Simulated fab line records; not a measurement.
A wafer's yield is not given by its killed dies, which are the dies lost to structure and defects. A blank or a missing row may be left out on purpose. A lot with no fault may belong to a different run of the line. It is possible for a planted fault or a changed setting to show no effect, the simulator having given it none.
Matching of chambers + flow nandHarc + rieDiel-02 running NHARC_A_STAIRCASE_DESCUM_291: 4 sister chambers
The step chemistry O2, time 3 s. 18 wafers are shown with their chamber, then 9 later ones without.

WAFERS WITH THEIR CHAMBER
| wafer  | chamber | showerheadPlenumPTorr (Torr) | drypumpMotorCurrentA (A) | o2FlowSccm (sccm) |
|--------|---------|------------------------------|--------------------------|-------------------|
| L074.2 | 3       | 1.79                         | 5.8                      | 200.6             |
| L074.4 | 3       | 1.79                         | 5.8                      | 200.2             |
| L074.5 | 0       | 1.87                         | 5.9                      | 200.8             |
| L075.2 | 0       | 1.87                         | 6.0                      | 200.1             |
| L075.3 | 2       | 1.97                         | 6.6                      | 199.4             |
| L075.6 | 0       | 1.87                         | 6.0                      | 200.5             |
| L077.1 | 3       | 1.78                         | 5.8                      | 200.3             |
| L077.2 | 1       | 2.04                         | 5.5                      | 199.6             |
| L077.5 | 3       | 1.78                         | 5.8                      | 199.8             |
| L079.1 | 0       | 1.86                         | 5.9                      | 200.9             |
| L079.3 | 1       | 2.04                         | 5.5                      | 199.5             |
| L079.4 | 2       | 1.97                         | 6.6                      | 199.6             |
| L081.1 | 3       | 1.78                         | 5.9                      | 200.8             |
| L081.2 | 0       | 1.86                         | 5.9                      | 199.5             |
| L081.4 | 0       | 1.86                         | 5.9                      | 200.2             |
| L081.3 | 3       | 1.78                         | 5.9                      | 200.9             |
| L081.5 | 3       | 1.78                         | 5.8                      | 200.3             |
| L081.6 | 0       | 1.86                         | 5.9                      | 200.0             |

SIGNATURES (means of the wafers above)
| reading               | chamber 0 | chamber 1 | chamber 2 | chamber 3 | scatter within a chamber |
|-----------------------|-----------|-----------|-----------|-----------|--------------------------|
| showerheadPlenumPTorr | 1.8643    | 2.0400    | 1.9700    | 1.7829    | 0.00474                  |
| drypumpMotorCurrentA  | 5.929     | 5.500     | 6.600     | 5.829     | 0.0452                   |
| o2FlowSccm            | 200.286   | 199.550   | 199.500   | 200.414   | 0.407                    |
Rule: for each reading, subtract the chamber's mean from the wafer's reading, divide by that reading's scatter and square the result; add these up over the readings and take the root, which gives the wafer's distance from the chamber. The wafer belongs to the nearest chamber; if the next one is less than 2 further off, it can't be placed. The scatter: the root of (the sum of the squares of (reading less its chamber's mean) over the shown wafers, divided by (wafers less chambers)).

WAFERS WITHOUT THEIR CHAMBER
| wafer  | showerheadPlenumPTorr (Torr) | drypumpMotorCurrentA (A) | o2FlowSccm (sccm) |
|--------|------------------------------|--------------------------|-------------------|
| L084.1 | 1.78                         | 5.9                      | 199.6             |
| L084.5 | 1.78                         | 5.8                      | 198.5             |
| L084.6 | 1.97                         | 6.6                      | 200.0             |
| L085.1 | 2.03                         | 5.4                      | 200.2             |
| L085.4 | 1.97                         | 6.6                      | 199.7             |
| L085.6 | 1.86                         | 5.9                      | 200.3             |
| L089.3 | 1.77                         | 5.8                      | 200.1             |
| L089.5 | 1.86                         | 5.9                      | 198.8             |
| L089.6 | 1.77                         | 5.8                      | 200.8             |

THE CHAMBER EACH PASSED THROUGH
| wafer  | from the rows above | in truth |
|--------|---------------------|----------|
| L084.1 | 3                   | 3        |
| L084.5 | 3                   | 3        |
| L084.6 | 2                   | 2        |
| L085.1 | 1                   | 1        |
| L085.4 | 2                   | 2        |
| L085.6 | 0                   | 0        |
| L089.3 | 3                   | 3        |
| L089.5 | 0                   | 0        |
| L089.6 | 3                   | 3        |
9 of 9 placed correctly. From these rows, 0 cannot be placed. Number placed wrongly: 0.
